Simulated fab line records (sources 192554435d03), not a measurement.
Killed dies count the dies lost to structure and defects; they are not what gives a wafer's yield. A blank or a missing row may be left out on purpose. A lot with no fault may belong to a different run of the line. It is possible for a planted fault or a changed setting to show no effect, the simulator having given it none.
Chamber matching ; flow n5Finfet ; 4 sister chambers for N5_BEOL_M5_DESCUM_16 on rieDiel-03
The step chemistry O2, time 7 s. 4 wafers are shown with their chamber, then 10 later ones without.

== EACH WAFER AND ITS CHAMBER ==
wafer;chamber;showerheadPlenumPTorr (Torr)
L084.3;2;2.09
L089.5;0;2.01
L092.1;3;2.13
L092.4;1;2.18

== WAFERS MISSING THEIR CHAMBER ==
wafer;showerheadPlenumPTorr (Torr)
L092.6;2.13
L093.3;2.00
L093.4;2.13
L093.6;2.00
L095.1;2.00
L095.2;2.13
L095.4;2.17
L094.1;2.17
L094.2;2.08
L094.6;2.17

== EACH ONE'S CHAMBER ==
wafer;from the rows above;in truth
L092.6;3;3
L093.3;0;0
L093.4;3;3
L093.6;0;0
L095.1;0;0
L095.2;3;3
L095.4;1;1
L094.1;1;1
L094.2;2;2
L094.6;1;1
Correctly placed: 10 of 10. Number that these rows cannot place: 0. Placed wrongly: 0.
How it was worked out, from the rows above alone: a wafer's distance from a chamber is the root of the sum, over the readings, of the square of ((its reading less the chamber's mean) divided by the reading's scatter). If the next closest chamber is less than 2 further off than the closest, the wafer can't be placed; otherwise it belongs to the closest. A chamber's mean is the mean of its shown wafers. The scatter: with one shown wafer a chamber, the root of the mean of the squares of how far each hidden wafer lies from its nearest shown one.
